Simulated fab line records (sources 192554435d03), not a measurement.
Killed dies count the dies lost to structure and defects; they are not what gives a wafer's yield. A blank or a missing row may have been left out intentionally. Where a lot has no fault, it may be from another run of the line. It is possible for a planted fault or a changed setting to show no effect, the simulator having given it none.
Matching of chambers + flow n5Finfet + N5_BEOL_M2_ETCH_64 on rieDiel-04 has 4 sister chambers
The step etches SOC in N2/H2, target depth 75 nm, overetch 22.5 nm, time 121.9 s. 4 wafers are shown with their chamber, then 8 later ones without.

== WAFERS, EACH WITH ITS CHAMBER ==
| wafer  | chamber | showerheadPlenumPTorr (Torr) |
|--------|---------|------------------------------|
| L088.3 | 1       | 2.62                         |
| L088.5 | 0       | 2.51                         |
| L088.6 | 3       | 2.61                         |
| L089.2 | 2       | 2.52                         |

== WAFERS MISSING THEIR CHAMBER ==
| wafer  | showerheadPlenumPTorr (Torr) |
|--------|------------------------------|
| L089.4 | 2.62                         |
| L089.5 | 2.61                         |
| L095.1 | 2.60                         |
| L095.4 | 2.50                         |
| L095.6 | 2.61                         |
| L079.1 | 2.51                         |
| L079.2 | 2.61                         |
| L079.6 | 2.61                         |

== EACH ONE'S CHAMBER ==
| wafer  | from the rows above | in truth                   |
|--------|---------------------|----------------------------|
| L089.4 | 1                   | 1                          |
| L089.5 | 3                   | 3                          |
| L095.1 | 3                   | 3                          |
| L095.4 | 0                   | 0                          |
| L095.6 | 3                   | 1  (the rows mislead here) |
| L079.1 | 0                   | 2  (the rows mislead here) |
| L079.2 | 3                   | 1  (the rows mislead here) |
| L079.6 | 3                   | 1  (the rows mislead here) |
Correctly placed: 4 of 8. Left unplaced by these rows: 0. Wrongly placed: 4.
How it was worked out, from the rows above alone: a wafer's distance from a chamber is the root of the sum, over the readings, of the square of ((its reading less the chamber's mean) divided by the reading's scatter). If the next closest chamber is less than 2 further off than the closest, the wafer can't be placed; otherwise it belongs to the closest. Each chamber's mean is taken over the wafers shown for it. The scatter (one wafer shown for each chamber): square how far every hidden wafer sits from the nearest shown wafer, average those squares and take the square root.
